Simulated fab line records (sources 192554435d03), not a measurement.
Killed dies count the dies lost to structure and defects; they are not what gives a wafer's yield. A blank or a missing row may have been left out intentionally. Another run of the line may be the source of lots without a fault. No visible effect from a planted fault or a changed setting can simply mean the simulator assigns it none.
fab line records	flow n5Finfet
record: lots: 7	wafers: 20	lastDay: 19
route steps=1938 shown BEOL_M12@1637
lots that met no fault: taken from a fault-free run of the same line
startH: start of the lot's first displayed wafer, in hours after the record's first day	waitH: hours elapsed since this lot's preceding step	" unchanged from the row above	L1.1+2: several wafers, shown together as one row	- no value, or no start was given	* or withheld: withheld	< > ~ a bound
route shown NAME@n: a module of which the file shows steps, and the number in the route of the first	usual: mean/standard deviation of fault-free wafers	same: alike in all rows	chamber/n: place in a boat	sites: readings site by site	_std_site: the standard deviation of these	_edge_site: inner sites' mean taken away from outer sites' mean	radiusMm: for every site, how far away it sits from the centre of the wafer	mask NAME#n: copy n	behind: tool/chamber where the wafer was last shaped	hold: the reason the lot was held/the length of the hold in hours/how it ended	device: transistor that didn't switch, given as n, p or np	end of line: the tests these same wafers got at the end of their route	a step without rows: its recipe alone	killed: not the wafer's yield, but the dies lost to structure and defects at the first sort	map: the dies of a wafer, with x for killed, . for not killed, _ for no die there
set.NAME: the setting as run; set.NAME@STEP: as run at that earlier step	model.NAME: the simulator's own value behind a step, which no gauge read
lots at selected steps of the route; one table per step, one row per wafer
services: the hour from which a tool's chamber was out of use, counted from the record's first day as startH (under 0 if before that day), plus the number of hours and why
== steps ==
step: N5_BEOL_M12_ETCH_68
recipe: chemistry: N2/H2	target: SOC	maskMaterial: SiARC	sourceW: 3000	biasW: 350	tempC: 40	timeS: 285	ionEnergyEv: 200	pressureMtorr: 30	n2FlowSccm: 200	h2FlowSccm: 200
step: N5_BEOL_M12_STRIP_69
recipe: chemistry: N2/H2	tempC: 40	n2FlowSccm: 200	h2FlowSccm: 200	rfFrequencyHz: 6e+07
step: N5_BEOL_M12_TRENCH_ETCH_34
recipe: chemistry: C4F8/O2/Ar	target: SiOC	targetDepthA: 3189.5	maskMaterial: SOC	pressureMtorr: 30	sourceW: 3000	biasW: 700	Ar_flow_sccm: 400	C4F8_flow_sccm: 15	O2_flow_sccm: 8	heInnerTorr: 15	heOuterTorr: 30	timeS: 125.5	ionEnergyEv: 250
step: N5_BEOL_M12_STRIP_70
recipe: chemistry: C4F8/O2/Ar	resist: SiARC	rfFrequencyHz: 6e+07
step: N5_BEOL_M12_OCD_MEAS_35
usual: trenchDepthNm: 318/3.1
lot.wafer	tool	chamber	startH	waitH	trenchDepthNm
L315.1	ocd-02	-	292.60	0.0	322
L315.5	"	-	"	"	315
L315.6	"	-	"	"	321
L316.3	ocd-02	-	309.13	0.0	317
L316.5	"	-	"	"	316
L316.6	"	-	"	"	318
L329.1	ocd-01	-	377.76	0.0	320
L329.3	"	-	"	"	324
L333.2	ocd-02	-	393.10	0.0	314
L333.4	"	-	"	"	315
L333.6	"	-	"	"	317
L332.3	ocd-02	-	394.50	0.0	314
L332.4	"	-	"	"	319
L332.6	"	-	"	"	316
L331.2	ocd-01	-	400.29	0.0	317
L331.3	"	-	"	"	321
L331.5	"	-	"	"	320
L335.3	ocd-01	-	426.82	0.0	318
L335.5	"	-	"	"	319
L335.6	"	-	"	"	318
step: N5_BEOL_M12_STRIP_37
recipe: chemistry: N2/H2	powerW: 1000	tempC: 250	h2Frac: 0.65	overashFraction: 0.3	pressureMtorr: withheld	n2FlowSccm: 1750	h2FlowSccm: 3250
usual: drypumpMotorCurrentA: 5.92/0.18	heaterPowerW: 349/37	oesProductAu: 0.790/0.0095
lot.wafer	tool	chamber	startH	waitH	drypumpMotorCurrentA	heaterPowerW	oesProductAu	rfHoursCounterH
L315.1	plasmaAsher-01	1	292.63	0.0	6.22	328	0.795	128
L315.5	"	1	"	"	6.24	319	0.796	-
L315.6	"	0	"	"	5.88	308	0.793	-
L316.3	plasmaAsher-02	0	309.19	0.1	5.92	336	0.785	-
L316.5	"	0	"	"	5.91	336	0.776	-
L316.6	"	1	"	"	5.76	397	0.779	-
L329.1	plasmaAsher-02	0	377.79	0.0	5.89	341	0.784	91
L329.3	"	0	"	"	5.89	337	0.789	-
L333.2	plasmaAsher-01	1	393.14	0.0	6.17	318	0.789	152
L333.4	"	1	"	"	6.22	308	0.789	-
L333.6	"	1	"	"	6.29	324	0.773	-
L332.3	plasmaAsher-02	0	394.56	0.1	5.92	341	0.785	-
L332.4	"	1	"	"	5.78	401	0.773	-
L332.6	"	0	"	"	5.92	341	0.808	-
L331.2	plasmaAsher-02	1	400.32	0.0	5.78	395	0.792	94
L331.3	"	0	"	"	5.88	336	0.789	-
L331.5	"	0	"	"	5.90	337	0.786	-
L335.3	plasmaAsher-02	1	426.88	0.1	5.76	398	0.790	-
L335.5	"	1	"	"	5.76	413	0.797	-
L335.6	"	0	"	"	5.92	344	0.786	-
step: N5_BEOL_M12_ETCH_38
recipe: chemistry: CF4/N2	target: SiCN	targetDepthA: 687	taperDeg: 2	timeS: 73.4	ionEnergyEv: 150	maskMaterial: SiO2	pressureMtorr: 40	sourceW: 430	biasW: 70	Ar_flow_sccm: 100	cf4FlowSccm: 60	n2FlowSccm: 60
step: N5_BEOL_M12_PRECLEAN_39
recipe: chemistry: residueRemover	timeS: 60	tempC: 40
step: N5_BEOL_M12_SRD_40
recipe: timeS: 30	tempC: 23	rinseLiquid: diw	dry: n2Spin	spinRpm: 1500	dryTimeS: 30
step: N5_BEOL_M12_DEGAS_41
recipe: ambient: vacuum	tempC: 250	timeS: 60
usual: heaterPowerW: 340/36
lot.wafer	tool	chamber	startH	waitH	heaterPowerW
L315.1	pvdSputter-02	-	303.08	0.2	322
L315.5	"	-	"	"	373
L315.6	"	-	"	"	317
L316.3	pvdSputter-03	-	309.73	0.3	286
L316.5	"	-	"	"	283
L316.6	"	-	"	"	289
L329.1	pvdSputter-02	-	379.53	0.2	341
L329.3	"	-	"	"	382
L333.2	pvdSputter-03	-	396.88	0.4	284
L333.4	"	-	"	"	306
L333.6	"	-	"	"	302
L332.3	pvdSputter-02	-	397.10	0.3	377
L332.4	"	-	"	"	353
L332.6	"	-	"	"	378
L331.2	pvdSputter-02	-	402.43	0.5	387
L331.3	"	-	"	"	371
L331.5	"	-	"	"	343
L335.3	pvdSputter-03	-	427.52	0.2	285
L335.5	"	-	"	"	291
L335.6	"	-	"	"	291
step: N5_BEOL_M12_PRE_CLEAN_42
recipe: gas: H2/He	timeS: 30	tempC: 250
usual: heaterPowerW: 341/36
lot.wafer	tool	chamber	startH	waitH	heaterPowerW
L315.1	pvdSputter-02	-	303.12	0.0	317
L315.5	"	-	"	"	381
L315.6	"	-	"	"	327
L316.3	pvdSputter-03	-	309.77	0.0	286
L316.5	"	-	"	"	293
L316.6	"	-	"	"	291
L329.1	pvdSputter-02	-	379.57	0.0	361
L329.3	"	-	"	"	376
L333.2	pvdSputter-03	-	396.92	0.0	290
L333.4	"	-	"	"	300
L333.6	"	-	"	"	310
L332.3	pvdSputter-02	-	397.14	0.0	376
L332.4	"	-	"	"	359
L332.6	"	-	"	"	375
L331.2	pvdSputter-02	-	402.47	0.0	380
L331.3	"	-	"	"	376
L331.5	"	-	"	"	350
L335.3	pvdSputter-03	-	427.56	0.0	292
L335.5	"	-	"	"	285
L335.6	"	-	"	"	293
step: N5_BEOL_M12_SPUTTER_43
recipe: material: TaN	targetThkA: 150	tempC: 50	biasV: 168.6	powerW: 15000	chamberPressurePa: 0.12	timeS: 24.19
usual: throttleValvePct: 29.8/1.1
lot.wafer	tool	chamber	startH	waitH	throttleValvePct
L315.1	pvdSputter-02	-	303.16	0.0	31.2
L315.5	"	-	"	"	30.4
L315.6	"	-	"	"	31.6
L316.3	pvdSputter-03	-	309.81	0.0	29.2
L316.5	"	-	"	"	29.5
L316.6	"	-	"	"	30.6
L329.1	pvdSputter-02	-	379.61	0.0	28.6
L329.3	"	-	"	"	30.4
L333.2	pvdSputter-03	-	396.96	0.0	30.5
L333.4	"	-	"	"	27.9
L333.6	"	-	"	"	28.0
L332.3	pvdSputter-02	-	397.18	0.0	30.2
L332.4	"	-	"	"	28.7
L332.6	"	-	"	"	30.4
L331.2	pvdSputter-02	-	402.51	0.0	29.9
L331.3	"	-	"	"	30.1
L331.5	"	-	"	"	28.9
L335.3	pvdSputter-03	-	427.60	0.0	29.3
L335.5	"	-	"	"	29.4
L335.6	"	-	"	"	30.5
step: N5_BEOL_M12_SPUTTER_44
recipe: material: Ta	targetThkA: 100	tempC: 50	biasV: 80	powerW: 15000	chamberPressurePa: 0.07	timeS: 16.13
usual: throttleValvePct: 29.8/1.1
lot.wafer	tool	chamber	startH	waitH	throttleValvePct	model.Ta_of_BEOL_M12_SPUTTER_44.thkNm
L315.1	pvdSputter-02	-	303.24	0.0	31.5	10
L315.5	"	-	"	"	30.3	10
L315.6	"	-	"	"	31.5	10
L316.3	pvdSputter-03	-	309.89	0.0	29.3	10.2
L316.5	"	-	"	"	29.3	10.2
L316.6	"	-	"	"	31.0	10
L329.1	pvdSputter-02	-	379.69	0.0	28.6	10
L329.3	"	-	"	"	30.4	13
L333.2	pvdSputter-03	-	397.04	0.0	30.8	10
L333.4	"	-	"	"	27.9	10
L333.6	"	-	"	"	27.8	10
L332.3	pvdSputter-02	-	397.26	0.0	30.4	13
L332.4	"	-	"	"	28.7	9.8
L332.6	"	-	"	"	30.2	9.8
L331.2	pvdSputter-02	-	402.59	0.0	29.8	13.2
L331.3	"	-	"	"	30.3	13.2
L331.5	"	-	"	"	28.5	10
L335.3	pvdSputter-03	-	427.68	0.0	29.4	9.8
L335.5	"	-	"	"	29.1	10
L335.6	"	-	"	"	30.5	9.8
step: N5_BEOL_M12_SPUTTER_45
recipe: material: Cu	targetThkA: 800	tempC: -20	biasV: 60	powerW: 26000	chamberPressurePa: 0.13	timeS: 13.33
step: N5_BEOL_M12_ECD_47
recipe: material: Cu	targetThkA: 7200
step: N5_BEOL_M12_ANNEAL_48
recipe: tempC: 225	timeS: 90	ambient: N2
usual: annealTempCMax: 226.32/0.28	wafer_temp_C_max: 225.8/0.3
lot.wafer	tool	chamber	startH	waitH	annealTempCMax	wafer_temp_C_max
L315.1	rtpAnneal-01	0	304.03	0.6	226.21	225.7
L315.5	"	0	"	"	226.65	225.0
L315.6	"	0	"	"	226.35	225.5
L316.3	rtpAnneal-02	0	310.32	0.2	226.64	226.3
L316.5	"	0	"	"	226.88	226.2
L316.6	"	0	"	"	226.56	226.1
L329.1	rtpAnneal-02	0	380.49	0.6	226.63	226.3
L329.3	"	0	"	"	226.54	225.6
L333.2	rtpAnneal-01	0	397.43	0.1	226.61	225.4
L333.4	"	0	"	"	226.39	225.3
L333.6	"	0	"	"	226.02	225.4
L332.3	rtpAnneal-02	0	397.79	0.3	225.98	225.7
L332.4	"	0	"	"	225.98	226.0
L332.6	"	0	"	"	226.65	225.9
L331.2	rtpAnneal-02	0	402.98	0.1	226.45	225.7
L331.3	"	0	"	"	226.07	225.9
L331.5	"	0	"	"	226.46	225.8
L335.3	rtpAnneal-01	0	428.15	0.2	226.73	225.7
L335.5	"	0	"	"	225.93	225.5
L335.6	"	0	"	"	226.21	225.3
step: N5_BEOL_M12_CMP_49
recipe: stopOn: SiOC	tOverpolishS: 20.6	downForcePsi: 1	platenRpm: 50	clearingPlatenDownForcePsi: 1.5	clearingPlatenRpm: 50	postCmpClean: cuAlkaline	targetThkNm: 320	clearingPlatenPadVelocityMS: 0.99484	padVelocityMS: 0.99484
usual: barrierFieldEndpointS: 30.3/0.73	headPressurePsi: 1.0002/0.002	motorCurrentA: 6.0/0.38
lot.wafer	tool	chamber	startH	waitH	barrierFieldEndpointS	headPressurePsi	motorCurrentA
L315.1	cmp-04	0	304.37	0.3	30.5	1.0011	6.0
L315.6	"	3	"	"	30.1	1.0015	6.3
L315.5	"	0	"	"	30.9	0.9976	6.4
L316.3	cmp-01	1	310.67	0.3	30.3	1.0019	6.6
L316.6	"	2	"	"	29.6	0.9994	6.4
L316.5	"	3	"	"	30.7	1.0007	5.8
L329.1	cmp-02	2	380.83	0.3	30.9	1.0012	5.7
L329.3	"	0	"	"	35.6	0.9999	6.0
L333.2	cmp-01	2	397.72	0.2	29.2	1.0026	6.3
L333.4	"	3	"	"	29.1	0.9999	5.8
L333.6	"	1	"	"	28.8	1.0019	6.8
L332.3	cmp-02	2	398.07	0.2	35.0	0.9998	6.0
L332.4	"	3	"	"	30.9	0.9954	5.7
L332.6	"	0	"	"	30.7	1.0036	5.8
L331.3	cmp-04	1	403.27	0.2	34.4	1.0007	6.3
L331.2	"	2	"	"	34.8	1.0040	6.0
L331.5	"	1	"	"	30.0	0.9984	6.6
L335.3	cmp-04	3	428.41	0.2	29.7	0.9995	6.3
L335.6	"	2	"	"	29.5	0.9976	5.8
L335.5	"	3	"	"	29.6	0.9986	6.3
step: N5_BEOL_M12_THK_MEAS_50
recipe: thkMeasGauge: xrf	reads: Cu_of_BEOL_M12_ECD_47
usual: M12_THK: 322/4
lot.wafer	tool	chamber	startH	waitH	M12_THK[nm]
L315.1	filmMetro-02	-	304.62	-	324
L315.5	"	-	"	"	321
L315.6	"	-	"	"	326
L316.3	filmMetro-01	-	310.86	-	321
L316.5	"	-	"	"	319
L316.6	"	-	"	"	319
L329.1	filmMetro-01	-	381.09	-	328
L329.3	"	-	"	"	327
L333.2	filmMetro-01	-	397.98	-	319
L333.4	"	-	"	"	321
L333.6	"	-	"	"	320
L332.3	filmMetro-01	-	398.29	-	317
L332.4	"	-	"	"	324
L332.6	"	-	"	"	320
L331.2	filmMetro-02	-	403.53	-	316
L331.3	"	-	"	"	323
L331.5	"	-	"	"	324
L335.3	filmMetro-01	-	428.67	-	320
L335.5	"	-	"	"	321
L335.6	"	-	"	"	322
== services ==
tool	chamber	startH	hours	kind
cmp-01	-	269.06	-	consumableReplace:conditioner
cmp-01	-	269.06	-	consumableReplace:pad
cmp-01	-	274.58	4.7	repair
cmp-02	-	312.09	4.0	pm
cmp-02	-	316.09	-	consumableReplace:conditioner
cmp-02	-	316.09	-	consumableReplace:pad
plasmaAsher-01	-	358.00	0.4	repair
cmp-02	-	358.42	7.3	pm
cmp-01	-	376.04	0.6	repair
rtpAnneal-01	-	377.49	4.6	pm
cmp-02	-	385.38	0.5	repair
cmp-01	-	389.82	1.8	repair
cmp-01	-	417.31	1.3	repair
cmp-02	-	423.25	2.1	repair
== key ==
firstSign: step: N5_BEOL_M12_CMP_49	reading: barrierFieldEndpointS	direction: up	sigmas: 6.4	usual: 30.3	struck: 35.0
effect none on later readings
modelEffect: step: N5_BEOL_M12_SPUTTER_44	value: Ta_of_BEOL_M12_SPUTTER_44.thkNm	without: 9.95	struck: 13.1
metAt N5_BEOL_M12_SPUTTER_44
struckWafers L329.3,L331.2,L331.3,L332.3
onsetBetween 303.24 379.69
fault: kind: processParameterDrift	tool: pvdSputter-02	chamber: -	onsetH: 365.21	steps: N5_BEOL_M12_SPUTTER_44	channel: timeS	offset: *	shape: step	endH: 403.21	scope: struckWafersOnly	actsIn: *	stated: *
